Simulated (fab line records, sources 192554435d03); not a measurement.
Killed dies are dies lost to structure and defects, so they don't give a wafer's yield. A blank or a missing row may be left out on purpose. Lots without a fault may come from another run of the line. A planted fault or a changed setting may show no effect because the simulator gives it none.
fab line records | flow n5_finfet
record lots=7 wafers=39
route steps=1938 shown BEOL_M12@1602
start_h: hours from the record's first day to the start of the lot's first wafer shown | wait_h: hours since the lot's step before | " the same as in the row above | L1.1+2: a row that stands for several wafers | - no value, or no start given | * or withheld: withheld | < > ~ a bound
route shown NAME@n: a module of which the file shows steps, and the number in the route of the first | usual: mean/standard deviation of fault-free wafers | same: alike in all rows | chamber/n: place in a boat | sites: the reading at each site | _std_site: their standard deviation | _edge_site: outer sites' mean less inner sites' | radius_mm: how far each site lies from the wafer's centre | mask NAME#n: copy n | behind: the tool/chamber that last shaped the wafer | hold: why the lot was held/for how many hours/how that ended | device: the transistor (n, p or np) that didn't switch | end of line: the same wafers' tests at the end of the route | a step without rows: its recipe alone | killed: dies lost to structure and defects at the first sort, not the wafer's yield | map: a wafer's dies, x killed, . not, _ none there
set.NAME: the setting as run; set.NAME@STEP: as run at that earlier step | model.NAME: the simulator's own value behind a step, which no gauge read
lots whose settings were changed on purpose; a table a step, a row a wafer
## steps
# step N5_BEOL_M12_ILD_DEP_00
# recipe material=SiOC target_thk_a=6589.2 temp_c=350 precursor=DEMS/O2 pressure_torr=5 rf_w=500 time_s=130.7
# columns lot.wafer tool chamber start_h wait_h set.target_thk_a model.SiOC_of_BEOL_M12_ILD_DEP_00.thk_nm
L082.1 pecvd-04 2 284.48 0.0 7932 780.2
L082.2 " 0 " " 6589.2 656.2
L082.3 " 0 " " 6589.2 659.6
L082.4 " 2 " " 6589.2 664.4
L082.5 " 0 " " 7932 791.6
L082.6 " 2 " " 7932 788.8
L083.1 pecvd-02 0 297.19 0.0 6589.2 660.2
L083.2 " 2 " " 6589.2 666
L083.3 " 1 " " 6589.2 655.4
L083.4 " 0 " " 6589.2 668.2
L083.5 " 2 " " 6589.2 680.4
L083.6 " 1 " " 6589.2 675.2
L085.1 pecvd-02 2 297.39 0.0 6589.2 656.6
L085.2 " 1 " " 6589.2 661.2
L085.3 " 0 " " 6589.2 653.8
L085.4 " 2 " " 6589.2 669
L085.5 " 0 " " 6589.2 663.4
L085.6 " 1 " " 6589.2 669.4
L090.3 pecvd-02 0 336.91 0.0 6589.2 657.6
L090.5 " 2 " " 6589.2 681.2
L090.6 " 1 " " 6589.2 686.2
L093.1 pecvd-02 2 365.51 0.0 6589.2 665
L093.2 " 1 " " 5261 530.2
L093.3 " 0 " " 6589.2 659.4
L093.4 " 0 " " 6589.2 662
L093.5 " 2 " " 5261 541.8
L093.6 " 1 " " 5261 540.8
L096.1 pecvd-04 1 373.75 0.0 6589.2 650
L096.2 " 0 " " 9723 956.6
L096.3 " 2 " " 6589.2 653.6
L096.4 " 1 " " 9723 972
L096.5 " 2 " " 6589.2 658.8
L096.6 " 0 " " 9723 980.2
L094.1 pecvd-02 2 373.90 0.0 6589.2 663.8
L094.2 " 0 " " 6589.2 658.6
L094.3+5 " 1,2 " " 6589.2 672.6
L094.4 " 0 " " 6589.2 669.4
L094.6 " 1 " " 6589.2 682
# step N5_BEOL_M12_THK_MEAS_01
# recipe reads=SiOC_of_BEOL_M12_ILD_DEP_00
# usual M12_ILD_THK=662/8.1
# columns lot.wafer tool chamber start_h wait_h set.target_thk_a@BEOL_M12_ILD_DEP_00 M12_ILD_THK[nm]
L082.1 film_metro-02 - 284.67 0.1 7932 780
L082.2 " - " " 6589.2 657
L082.3 " - " " 6589.2 660
L082.4 " - " " 6589.2 664
L082.5 " - " " 7932 791
L082.6 " - " " 7932 789
L083.1 film_metro-02 - 297.32 0.1 6589.2 660
L083.2 " - " " 6589.2 666
L083.3 " - " " 6589.2 655
L083.4 " - " " 6589.2 668
L083.5 " - " " 6589.2 681
L083.6 " - " " 6589.2 675
L085.1 film_metro-02 - 297.52 0.1 6589.2 657
L085.2 " - " " 6589.2 662
L085.3 " - " " 6589.2 654
L085.4 " - " " 6589.2 669
L085.5 " - " " 6589.2 663
L085.6 " - " " 6589.2 669
L090.3 film_metro-01 - 337.04 0.1 6589.2 657
L090.5 " - " " 6589.2 681
L090.6 " - " " 6589.2 686
L093.1 film_metro-02 - 365.64 0.1 6589.2 665
L093.2 " - " " 5261 530
L093.3 " - " " 6589.2 659
L093.4 " - " " 6589.2 662
L093.5 " - " " 5261 542
L093.6 " - " " 5261 541
L096.1 film_metro-02 - 373.88 0.1 6589.2 650
L096.2 " - " " 9723 958
L096.3 " - " " 6589.2 653
L096.4 " - " " 9723 972
L096.5 " - " " 6589.2 659
L096.6 " - " " 9723 981
L094.1 film_metro-01 - 374.04 0.1 6589.2 663
L094.2 " - " " 6589.2 659
L094.3 " - " " 6589.2 673
L094.4 " - " " 6589.2 670
L094.5 " - " " 6589.2 673
L094.6 " - " " 6589.2 682
# step N5_BEOL_M12_COAT_58
# recipe resist=BARC temp_c=205 time_s=60 spin_rpm=1500 resist_thk_nm=89
# step N5_BEOL_M12_COAT_04
# recipe spin_rpm=1625 resist_thk_nm=400
# step N5_BEOL_M12_DESCUM_15
# recipe chemistry=O2 time_s=7.9 source_power_w=50 bias_power_w=20 pressure_mtorr=20 rf_frequency_hz=2.712e+07 temp_c=40 o2_flow_sccm=225
# step N5_BEOL_M12_ETCH_59
# recipe chemistry=N2/H2 target=BARC target_depth_a=890 overetch_a=267 time_s=67.9 ion_energy_ev=200 pressure_mtorr=30 source_w=840 bias_w=150 n2_flow_sccm=200 h2_flow_sccm=200
# step N5_BEOL_M12_VIA_ETCH_16
# recipe chemistry=C4F8/O2/Ar target=SiOC pressure_mtorr=30 source_w=3000 bias_w=700 Ar_flow_sccm=400 C4F8_flow_sccm=15 O2_flow_sccm=8 he_inner_torr=15 he_outer_torr=30 target_depth_a=7248 time_s=withheld ion_energy_ev=250 ends=cleared
# columns lot.wafer tool chamber start_h wait_h set.target_thk_a@BEOL_M12_ILD_DEP_00 model.etch.depth_nm model.coat_of_BEOL_M12_COAT_04.thk_nm
L082.1 rie_diel-04 2 285.17 0.0 7932 780.2 83.2
L082.2 " 0 " " 6589.2 656.3 124.2
L082.3 " 3 " " 6589.2 659.5 120.6
L082.4 " 0 " " 6589.2 664.3 121.8
L082.5 " 2 " " 7932 791.5 81.4
L082.6 " 3 " " 7932 788.8 83.2
L083.1 rie_diel-02 2 297.81 0.0 6589.2 660.3 122.4
L083.2 " 0 " " 6589.2 666 122.6
L083.3 " 3 " " 6589.2 655.5 122.6
L083.4 " 1 " " 6589.2 668.2 120.4
L083.5 " 0 " " 6589.2 680.4 118.8
L083.6 " 3 " " 6589.2 675.2 117
L085.1 rie_diel-01 3 298.13 0.0 6589.2 656.7 125
L085.2 " 1 " " 6589.2 661.1 123.6
L085.3 " 2 " " 6589.2 653.8 126.4
L085.4 " 0 " " 6589.2 669 121.8
L085.5 " 1 " " 6589.2 663.4 122.6
L085.6 " 0 " " 6589.2 669.5 121.4
L090.3 rie_diel-02 0 337.52 0.0 6589.2 657.5 124
L090.5 " 1 " " 6589.2 681.1 115.2
L090.6 " 0 " " 6589.2 686.1 115.4
L093.1 rie_diel-04 0 366.52 0.0 6589.2 664.9 120.4
L093.2 " 2 " " 5261 530.3 159.2
L093.3 " 3 " " 6589.2 659.4 123.8
L093.4 " 1 " " 6589.2 662.1 122.6
L093.5 " 2 " " 5261 541.8 156.6
L093.6 " 3 " " 5261 540.9 158.2
L096.1 rie_diel-04 3 374.35 0.0 6589.2 650 124.8
L096.2 " 0 " " 9723 956.7 31.6
L096.3 " 1 " " 6589.2 653.7 123.4
L096.4 " 2 " " 9723 972.1 27.4
L096.5 " 0 " " 6589.2 658.8 119.2
L096.6 " 1 " " 9723 980.1 26
L094.1 rie_diel-02 0 374.61 0.0 6589.2 663.8 123.4
L094.2 " 2 " " 6589.2 658.6 122.6
L094.3 " 1 " " 6589.2 672.6 119.2
L094.4 " 3 " " 6589.2 669.4 119.8
L094.5 " 3 " " 6589.2 672.5 117.8
L094.6 " 2 " " 6589.2 682.1 115
# step N5_BEOL_M12_STRIP_63
# recipe chemistry=N2/H2 power_w=1000 temp_c=250 h2_frac=0.65 overash_fraction=0.3 pressure_mtorr=1000 n2_flow_sccm=1750 h2_flow_sccm=3250
# usual oes_product_au=0.693/0.0046 strip_time_to_endpoint_s=42.3/0.74
# columns lot.wafer tool chamber start_h wait_h set.target_thk_a@BEOL_M12_ILD_DEP_00 oes_product_au strip_time_to_endpoint_s
L082.1 plasma_asher-02 1 285.37 - 7932 0.672 31.5
L082.2 " 0 " " 6589.2 0.691 42.8
L082.3 " 0 " " 6589.2 0.698 41.8
L082.4 " 1 " " 6589.2 0.700 42.1
L082.5 " 0 " " 7932 0.675 31.0
L082.6 " 1 " " 7932 0.682 31.5
L083.1 plasma_asher-02 1 298.01 - 6589.2 0.697 42.3
L083.2 " 0 " " 6589.2 0.696 42.4
L083.3 " 0 " " 6589.2 0.694 42.4
L083.4 " 1 " " 6589.2 0.694 41.8
L083.5 " 1 " " 6589.2 0.702 41.3
L083.6 " 0 " " 6589.2 0.685 40.9
L085.1 plasma_asher-01 0 298.33 - 6589.2 0.696 43.0
L085.2 " 1 " " 6589.2 0.693 42.7
L085.3 " 1 " " 6589.2 0.691 43.4
L085.4 " 0 " " 6589.2 0.686 42.2
L085.5 " 1 " " 6589.2 0.706 42.4
L085.6 " 0 " " 6589.2 0.691 42.1
L090.3 plasma_asher-01 1 337.74 - 6589.2 0.693 42.8
L090.5 " 0 " " 6589.2 0.683 40.4
L090.6 " 1 " " 6589.2 0.691 40.4
L093.1 plasma_asher-01 1 366.72 - 6589.2 0.699 41.8
L093.2 " 0 " " 5261 0.708 52.1
L093.3 " 1 " " 6589.2 0.690 42.7
L093.4 " 0 " " 6589.2 0.693 42.4
L093.5 " 1 " " 5261 0.706 51.4
L093.6 " 0 " " 5261 0.700 51.8
L096.1 plasma_asher-02 0 374.55 - 6589.2 0.688 43.0
L096.2 " 1 " " 9723 0.647 15.6
L096.3 " 0 " " 6589.2 0.694 42.6
L096.4 " 1 " " 9723 0.636 14.1
L096.5 " 0 " " 6589.2 0.697 41.4
L096.6 " 1 " " 9723 0.635 13.6
L094.1 plasma_asher-01 0 374.81 - 6589.2 0.699 42.6
L094.2 " 1 " " 6589.2 0.691 42.4
L094.3 " 1 " " 6589.2 0.694 41.5
L094.4 " 0 " " 6589.2 0.690 41.6
L094.5 " 0 " " 6589.2 0.691 41.1
L094.6 " 1 " " 6589.2 0.692 40.3
# step N5_BEOL_M12_SPUTTER_45
# recipe material=Cu target_thk_a=800 temp_c=-20 bias_v=60 power_w=26000 chamber_pressure_pa=0.13 time_s=13.33
# columns lot.wafer tool chamber start_h wait_h set.time_s
L082.1+4+5 pvd_sputter-03 - 288.85 0.0 13.33
L082.2+3+6 " - " " 16.59
L083.1+3+5 pvd_sputter-03 - 300.58 0.0 16.83
L083.2+4+6 " - " " 13.33
L085.1+2+5 pvd_sputter-02 - 302.39 0.0 5.727
L085.3+4+6 " - " " 13.33
L090.3+5+6 pvd_sputter-03 - 341.80 0.0 13.33
L093.1+2+3 pvd_sputter-03 - 369.95 0.0 11.28
L093.4+5+6 " - " " 13.33
L096.1+3+4 pvd_sputter-03 - 377.72 0.0 13.33
L096.2+5+6 " - " " 5.846
L094.1+2+3+4+5+6 pvd_sputter-02 - 377.76 0.0 13.33
# step N5_BEOL_M12_ECD_47
# recipe material=Cu target_thk_a=7200
# step N5_BEOL_M12_ANNEAL_48
# recipe temp_c=225 time_s=90 ambient=N2
# step N5_BEOL_M12_DEP_53
# recipe material=SiCN target_thk_a=300 temp_c=withheld precursor=3MS/NH3 pressure_torr=3 rf_w=675 time_s=10.5
# step N5_BEOL_M12_INSPECT_55
# recipe inspect_instrument=darkfield mode=post_dep
# usual raw_defect_count=68/27
# columns lot.wafer tool chamber start_h wait_h set.time_s@BEOL_M12_SPUTTER_45 raw_defect_count
L082.1 defect_inspect-02 - 289.86 0.0 13.33 55
L082.2 " - " " 16.59 48
L082.3 " - " " 16.59 53
L082.4 " - " " 13.33 51
L082.5 " - " " 13.33 85
L082.6 " - " " 16.59 54
L083.1 defect_inspect-02 - 301.59 0.0 16.83 57
L083.2 " - " " 13.33 75
L083.3 " - " " 16.83 57
L083.4 " - " " 13.33 68
L083.5 " - " " 16.83 71
L083.6 " - " " 13.33 57
L085.1 defect_inspect-01 - 303.67 0.0 5.727 277
L085.2 " - " " 5.727 263
L085.3 " - " " 13.33 62
L085.4 " - " " 13.33 56
L085.5 " - " " 5.727 265
L085.6 " - " " 13.33 46
L090.3 defect_inspect-02 - 342.90 0.0 13.33 81
L090.5 " - " " 13.33 71
L090.6 " - " " 13.33 63
L093.1 defect_inspect-02 - 371.21 0.0 11.28 53
L093.2 " - " " 11.28 68
L093.3 " - " " 11.28 101
L093.4 " - " " 13.33 52
L093.5 " - " " 13.33 100
L093.6 " - " " 13.33 42
L096.1 defect_inspect-02 - 378.84 0.0 13.33 68
L096.2 " - " " 5.846 257
L096.3 " - " " 13.33 93
L096.4 " - " " 13.33 101
L096.5 " - " " 5.846 326
L096.6 " - " " 5.846 274
L094.1 defect_inspect-01 - 378.94 0.0 13.33 84
L094.2 " - " " 13.33 94
L094.3 " - " " 13.33 93
L094.4 " - " " 13.33 84
L094.5 " - " " 13.33 58
L094.6 " - " " 13.33 48
## key
split step=N5_BEOL_M12_ILD_DEP_00 setting=target_thk_a stated=6589.2 by=wafer
response step=N5_BEOL_M12_ILD_DEP_00 reading=model.SiOC_of_BEOL_M12_ILD_DEP_00.thk_nm change=+6.52 per=1% r=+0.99
response step=N5_BEOL_M12_THK_MEAS_01 reading=M12_ILD_THK change=+6.52 per=1% r=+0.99
response step=N5_BEOL_M12_VIA_ETCH_16 reading=model.etch.depth_nm change=+6.52 per=1% r=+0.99
response step=N5_BEOL_M12_VIA_ETCH_16 reading=model.coat_of_BEOL_M12_COAT_04.thk_nm change=-1.95 per=1% r=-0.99
response step=N5_BEOL_M12_STRIP_63 reading=oes_product_au change=-0.00102 per=1% r=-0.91
response step=N5_BEOL_M12_STRIP_63 reading=strip_time_to_endpoint_s change=* per=1% r=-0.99
split step=N5_BEOL_M12_SPUTTER_45 setting=time_s stated=13.33 by=wafer
response step=N5_BEOL_M12_INSPECT_55 reading=raw_defect_count change=-3.01 per=1% r=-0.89
